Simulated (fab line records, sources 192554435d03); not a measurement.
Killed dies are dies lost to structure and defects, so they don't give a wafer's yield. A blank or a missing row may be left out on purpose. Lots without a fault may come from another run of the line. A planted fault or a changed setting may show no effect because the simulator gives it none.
Chamber matching | flow n5_finfet | N5_SDB_CUT_ETCH_26 on rie_si-05: 4 sister chambers
The step etches Si in HBr/Cl2/O2, target depth 129.6 nm, bt time 20 s, time 51.8 s. 8 wafers are shown with their chamber, then 7 later ones without.

WAFERS WITH THEIR CHAMBER
wafer  | chamber | oes_product_au (a.u.) | O2_flow_sccm (sccm)
L076.2 | 3       | 0.995                 | 12.04
L083.3 | 0       | 0.999                 | 11.99
L084.1 | 3       | 0.997                 | 11.97
L084.4 | 0       | 0.984                 | 12.02
L084.5 | 1       | 0.996                 | 11.98
L084.6 | 2       | 1.022                 | 12.04
L085.1 | 1       | 1.007                 | 12.03
L085.2 | 2       | 1.022                 | 12.02

WAFERS WITHOUT THEIR CHAMBER
wafer  | oes_product_au (a.u.) | O2_flow_sccm (sccm)
L085.6 | 0.992                 | 12.06
L093.1 | 1.013                 | 12.04
L093.4 | 0.994                 | 12.03
L093.5 | 1.020                 | 11.99
L097.1 | 0.994                 | 12.01
L097.2 | 0.995                 | 12.02
L097.5 | 1.013                 | 12.00

WHICH CHAMBER EACH WENT THROUGH
wafer  | from the rows above               | in truth
L085.6 | can't be placed: 0 or 3 or 1      | 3
L093.1 | can't be placed: 2 or 1 or 3      | 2
L093.4 | can't be placed: 3 or 0 or 1      | 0
L093.5 | can't be placed: 2 or 1           | 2
L097.1 | can't be placed: 3 or 0 or 1      | 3
L097.2 | can't be placed: 3 or 0 or 1      | 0
L097.5 | can't be placed: 2 or 1 or 3 or 0 | 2
Placed correctly: 0 of 7. Can't be placed from these rows: 7 (the true chamber is among the candidates in 7). Placed wrongly: 0.
How it was worked out, from the rows above alone: a wafer's distance from a chamber is the root of the sum, over the readings, of the square of ((its reading less the chamber's mean) divided by the reading's scatter). The wafer belongs to the nearest chamber; if the next one is less than 2 further off, it can't be placed. A chamber's mean is the mean of its shown wafers. The scatter: the root of (the sum of the squares of (reading less its chamber's mean) over the shown wafers, divided by (wafers less chambers)).
